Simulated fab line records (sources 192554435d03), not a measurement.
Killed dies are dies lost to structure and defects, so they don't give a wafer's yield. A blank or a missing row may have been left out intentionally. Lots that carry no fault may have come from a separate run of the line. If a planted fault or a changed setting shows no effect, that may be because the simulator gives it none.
8D (eight disciplines) problem report, filled in by code    flow n5_finfet    the parts of the form that need people (team, actions taken, sign-off) are left out

1. WHAT IS WRONG
At N5_PASSIVATION_PROBE_49, killed_at_front_end averages 149 over 6 wafers from 2 lots, while fault-free wafers read 40, standard deviation 11. That puts it +9.9 standard deviations away from the usual mean.
Seen first at day 14 15:29 on prober-01, wafer L833.1. Wafers with a number at this step in the record: 35, from 12 lots. Rule for "out" (also "out of limits"): further than 4 standard deviations from the usual mean. The rest of the wafers with a number are treated as sound.

2. WHAT IT IS, WHAT IT ISN'T
question                     is                                is not
which readings at this step  killed_at_front_end, killed_dies  killed_at_M0_to_M3, killed_at_other, killed_open
which lots                   L833, L834                        L821, L822, L823, L824, L825, L826, L827, L828, L831, L835
which wafers of those lots   all that have a number            -
read on which tools          prober-01, prober-02              -
when                         from day 14 15:29                 up to then (26 sound wafers); but 3 sound wafers of L835 came after

3. WHAT RULES OUT EACH SUSPECT
Counting: a tool at a process step up to the reading stays a suspect if it ran every lot that is out and no sound lot after the first of them.
- remote_plasma-02 at N5_DUMMY_REMOVAL_PRECLEAN_08 (cleans in NF3:NH3, afs cycles 2, time 20 s, sublimation time 60 s): kept. It processed each lot that is out, first L833 at day 7 01:41, and no sound lot thereafter; up to then, the last sound lot it processed was L831 at day 6 13:38.
- rie_diel-01 at N5_PASSIVATION_DESCUM_32 (chemistry O2, time 7.9 s): kept. It processed each lot that is out, first L833 at day 14 10:29, and no sound lot thereafter; up to then, the last sound lot it processed was L831 at day 14 03:33.
The count leaves rie_diel-01 at N5_PASSIVATION_DESCUM_32 and remote_plasma-02 at N5_DUMMY_REMOVAL_PRECLEAN_08.

4. THE CAUSE (what the simulator had put in)
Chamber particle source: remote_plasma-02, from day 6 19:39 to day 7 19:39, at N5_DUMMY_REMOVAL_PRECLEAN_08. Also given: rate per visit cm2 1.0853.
Counting left 2 suspects, and this tool is among them.

5. SEQUENCE OF EFFECTS, ordered by route
Each row: a reading where the mean over the struck wafers with a number is more than 3 standard deviations away from the usual. Scope: only readings with a usual standard deviation given in the record; hours: median across lots of the time from each lot's start at the first step in this table that gives one to its start at this step; sigmas: change in usual standard deviations.
hours  step                     reading              usual  on struck wafers  change  sigmas
0      N5_PASSIVATION_PROBE_49  killed_at_front_end  40     149               +109    +9.9
0      N5_PASSIVATION_PROBE_49  killed_dies          105    213               +108    +6.0
0      N5_PASSIVATION_PROBE_49  killed_on_rim        14     27                +13     +3.3
Here are the process steps it includes:
- N5_PASSIVATION_PROBE_49

6. HOW IT WOULD HAVE BEEN CAUGHT EARLIER
188 hours passed between the start of the fault at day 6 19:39 and the first reading out of limits in this record, taken at day 14 15:29.
Each of the lots that are out, 2 in all, had begun N5_DUMMY_REMOVAL_PRECLEAN_08 on remote_plasma-02 no later than day 14 15:29. Tool hold at that time: it would have spared none of them.
